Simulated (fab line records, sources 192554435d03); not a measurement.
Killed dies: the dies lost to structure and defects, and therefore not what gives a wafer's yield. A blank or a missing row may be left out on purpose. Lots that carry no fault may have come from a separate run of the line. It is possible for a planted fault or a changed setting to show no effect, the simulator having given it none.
Chamber matching || flow n5_finfet || N5_BEOL_M7_ETCH_66 on rie_diel-06: 4 sister chambers
The step etches SOC in N2/H2, target depth 80 nm, overetch 16 nm, time 120 s. 4 wafers are shown with their chamber, then 11 later ones without.

EACH WAFER AND ITS CHAMBER
{"wafer": "L081.5", "chamber": 0, "showerhead_plenum_p_Torr (Torr)": 2.48}
{"wafer": "L086.2", "chamber": 3, "showerhead_plenum_p_Torr (Torr)": 2.52}
{"wafer": "L086.4", "chamber": 2, "showerhead_plenum_p_Torr (Torr)": 2.42}
{"wafer": "L083.3", "chamber": 1, "showerhead_plenum_p_Torr (Torr)": 2.61}

WAFERS MISSING THEIR CHAMBER
{"wafer": "L083.4", "showerhead_plenum_p_Torr (Torr)": 2.48}
{"wafer": "L083.5", "showerhead_plenum_p_Torr (Torr)": 2.48}
{"wafer": "L090.2", "showerhead_plenum_p_Torr (Torr)": 2.41}
{"wafer": "L090.3", "showerhead_plenum_p_Torr (Torr)": 2.51}
{"wafer": "L090.6", "showerhead_plenum_p_Torr (Torr)": 2.61}
{"wafer": "L094.1", "showerhead_plenum_p_Torr (Torr)": 2.41}
{"wafer": "L094.2", "showerhead_plenum_p_Torr (Torr)": 2.51}
{"wafer": "L094.3", "showerhead_plenum_p_Torr (Torr)": 2.47}
{"wafer": "L095.4", "showerhead_plenum_p_Torr (Torr)": 2.41}
{"wafer": "L095.5", "showerhead_plenum_p_Torr (Torr)": 2.51}
{"wafer": "L095.6", "showerhead_plenum_p_Torr (Torr)": 2.47}

WHICH CHAMBER EACH ONE RAN IN
{"wafer": "L083.4", "from the rows above": 0, "in truth": 0}
{"wafer": "L083.5", "from the rows above": 0, "in truth": 0}
{"wafer": "L090.2", "from the rows above": 2, "in truth": 2}
{"wafer": "L090.3", "from the rows above": 3, "in truth": 3}
{"wafer": "L090.6", "from the rows above": 1, "in truth": 1}
{"wafer": "L094.1", "from the rows above": 2, "in truth": 2}
{"wafer": "L094.2", "from the rows above": 3, "in truth": 3}
{"wafer": "L094.3", "from the rows above": 0, "in truth": 0}
{"wafer": "L095.4", "from the rows above": 2, "in truth": 2}
{"wafer": "L095.5", "from the rows above": 3, "in truth": 3}
{"wafer": "L095.6", "from the rows above": 0, "in truth": 0}
11 of 11 placed correctly. Number that these rows cannot place: 0. 0 placed wrongly.
How it was worked out, from the rows above alone: a wafer's distance from a chamber is the root of the sum, over the readings, of the square of ((its reading less the chamber's mean) divided by the reading's scatter). If the next closest chamber is less than 2 further off than the closest, the wafer can't be placed; otherwise it belongs to the closest. Each chamber's mean is taken over the wafers shown for it. The scatter: with one shown wafer a chamber, the root of the mean of the squares of how far each hidden wafer lies from its nearest shown one.
